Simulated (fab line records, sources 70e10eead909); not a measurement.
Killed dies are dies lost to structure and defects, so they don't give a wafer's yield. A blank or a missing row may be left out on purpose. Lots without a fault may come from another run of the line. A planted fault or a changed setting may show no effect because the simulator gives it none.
Problem report in the 8D (eight disciplines) form, filled by code | flow nand_harc | the parts of the form that need people (team, actions taken, sign-off) are left out

1. THE PROBLEM
time_to_endpoint_s at NHARC_A_M1_CMP_23 reads a mean of 14 s on 1 wafer of 1 lot; wafers without a fault read 29 s with a standard deviation of 3.1. That is -4.8 standard deviations from the usual mean.
The step: polishes, t overpolish 20 s, target thk 154.34 nm.
First seen on wafer L550.3, day 21 00:17, on cmp-04. The record holds 34 wafers of 12 lots with a number at this step. Rule for "out", or "out of limits": more than 4 standard deviations from the usual mean. The other wafers with a number count as sound.

2. WHAT IT IS AND WHAT IT IS NOT
question                    | is                 | is not
which readings at this step | time_to_endpoint_s | edge_zone_pressure_frac, motor_current_A
which lots                  | L550               | L536, L539, L540, L542, L548, L552, L554, L555, L556, L558, L559
which wafers of those lots  | L550.3             | L550.2
read on which tools         | cmp-04             | cmp-02, cmp-03
when                        | from day 21 00:17  | up to then (16 sound wafers); but 17 sound wafers of L552, L554, L555, L556, L558, L559 came after

3. SUSPECTS, AND WHAT RULES EACH OUT
Counting: a tool at a process step up to the reading stays a suspect if it ran every lot that is out. Sound lots after the first of them don't rule it out here, since some wafers of a struck lot are sound.
- rie_diel-10 at NHARC_A_M1_STRIP_18 (strips in N2/H2): kept. It ran the lot that is out, L550 (day 20 22:33).
- cmp-04 at NHARC_A_M1_CMP_23 (polishes, t overpolish 20 s, target thk 154.34 nm): kept. It ran the lot that is out, L550 (day 21 00:17); its last sound lot up to then is L548 (day 20 10:01). Its own readings are out on those wafers: time_to_endpoint_s.
- Within rie_diel-10 at NHARC_A_M1_STRIP_18: the wafers that are out ran in chamber 0; their sound lot-mates ran in chamber 1.
- Within cmp-04 at NHARC_A_M1_CMP_23: the wafers that are out ran in chamber 1; their sound lot-mates ran in chamber 0.
Left after counting: rie_diel-10 at NHARC_A_M1_STRIP_18, cmp-04 at NHARC_A_M1_CMP_23.

4. THE CAUSE (what the simulator had put in)
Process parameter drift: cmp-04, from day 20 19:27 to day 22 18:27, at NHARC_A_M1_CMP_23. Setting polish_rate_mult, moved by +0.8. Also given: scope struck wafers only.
Counting left 2 suspects, and this tool is among them.

5. THE CHAIN OF EFFECTS, in route order
Each row: a reading whose mean over the struck wafers that have a number lies more than 3 standard deviations from the usual. Only readings for which the record gives a usual standard deviation are gone through. hours: the time from each lot's start at the first step in this table that gives one to its start at this step, as a median over the lots. sigmas: the change in usual standard deviations.
hours | step                   | reading            | usual    | on struck wafers | change | sigmas
0     | NHARC_A_M1_CMP_23      | time_to_endpoint_s | 29 s     | 14               | -15    | -4.8
0     | NHARC_A_M1_THK_MEAS_24 | thk_nm             | 154.2 nm | 148.2            | -6.0   | -3.5
The process steps in it:
- NHARC_A_M1_CMP_23: polishes, t overpolish 20 s, target thk 154.34 nm.

6. WHAT WOULD HAVE CAUGHT IT SOONER
In this record the first reading out of limits was taken at day 21 00:17, 5 hours after the fault began at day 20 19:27.
